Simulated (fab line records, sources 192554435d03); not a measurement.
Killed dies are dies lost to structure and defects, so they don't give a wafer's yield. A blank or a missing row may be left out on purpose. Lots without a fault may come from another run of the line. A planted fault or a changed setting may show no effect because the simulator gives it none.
Chamber matching | flow n5_finfet | N5_BEOL_M6_PECVD_70 on pecvd-02: 3 sister chambers
The step deposits SiO2 from TEOS/O2, target thk 20 nm, time 22.7 s. 6 wafers are shown with their chamber, then 9 later ones without.

WAFERS WITH THEIR CHAMBER
wafer  | chamber | throttle_valve_pct (%) | heater_power_w (W)
L077.2 | 2       | 20.0                   | 807
L082.1 | 1       | 23.1                   | 650
L082.6 | 0       | 22.1                   | 486
L085.1 | 2       | 19.9                   | 938
L085.5 | 0       | 22.2                   | 578
L085.6 | 1       | 23.1                   | 708

WAFERS WITHOUT THEIR CHAMBER
wafer  | throttle_valve_pct (%) | heater_power_w (W)
L086.1 | 23.0                   | 651
L086.2 | 19.6                   | 907
L086.4 | 22.4                   | 518
L093.1 | 23.1                   | 605
L093.4 | 22.3                   | 528
L093.6 | 23.3                   | 610
L097.1 | 20.1                   | 797
L097.2 | 22.4                   | 607
L097.3 | 23.3                   | 651

WHICH CHAMBER EACH WENT THROUGH
wafer  | from the rows above | in truth
L086.1 | 1                   | 1
L086.2 | 2                   | 2
L086.4 | 0                   | 0
L093.1 | 1                   | 1
L093.4 | 0                   | 0
L093.6 | 1                   | 1
L097.1 | 2                   | 2
L097.2 | 0                   | 0
L097.3 | 1                   | 1
Placed correctly: 9 of 9. Can't be placed from these rows: 0. Placed wrongly: 0.
How it was worked out, from the rows above alone: a wafer's distance from a chamber is the root of the sum, over the readings, of the square of ((its reading less the chamber's mean) divided by the reading's scatter). The wafer belongs to the nearest chamber; if the next one is less than 2 further off, it can't be placed. A chamber's mean is the mean of its shown wafers. The scatter: the root of (the sum of the squares of (reading less its chamber's mean) over the shown wafers, divided by (wafers less chambers)).
